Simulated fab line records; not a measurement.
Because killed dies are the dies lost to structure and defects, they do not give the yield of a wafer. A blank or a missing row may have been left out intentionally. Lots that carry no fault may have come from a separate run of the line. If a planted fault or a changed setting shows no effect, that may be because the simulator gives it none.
Matching of chambers | flow n5_finfet | pecvd-04 running N5_BEOL_M7_ILD_DEP_00: 3 sister chambers
The step deposits SiCOH lowk from DEMS/porogen, target thk 179.75 nm, time 33.4 s. 3 wafers are shown with their chamber, then 7 later ones without.

== WAFERS, EACH WITH ITS CHAMBER ==
wafer  | chamber | throttle_valve_pct (%)
L086.4 | 0       | 14.4
L087.1 | 1       | 15.4
L087.3 | 2       | 13.8

== WAFERS WITHOUT THEIR CHAMBER ==
wafer  | throttle_valve_pct (%)
L087.5 | 14.4
L097.1 | 15.3
L097.2 | 14.1
L097.5 | 15.3
L096.4 | 13.9
L096.5 | 14.4
L096.6 | 15.8

== WHICH CHAMBER EACH ONE RAN IN ==
wafer  | from the rows above     | in truth
L087.5 | 0                       | 0
L097.1 | 1                       | 1
L097.2 | can't be placed: 2 or 0 | 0
L097.5 | 1                       | 1
L096.4 | 2                       | 2
L096.5 | 0                       | 0
L096.6 | 1                       | 1
Correct placement for 6 of the 7. Can't be placed from these rows: 1 (the true chamber is among the candidates in 1). Placed wrongly: 0.
How it was worked out, from the rows above alone: a wafer's distance from a chamber is the root of the sum, over the readings, of the square of ((its reading less the chamber's mean) divided by the reading's scatter). The wafer belongs to the nearest chamber; if the next one is less than 2 further off, it can't be placed. Each chamber's mean is taken over the wafers shown for it. The scatter: root of mean squared gap, hidden wafer to nearest shown wafer, with one shown wafer a chamber.
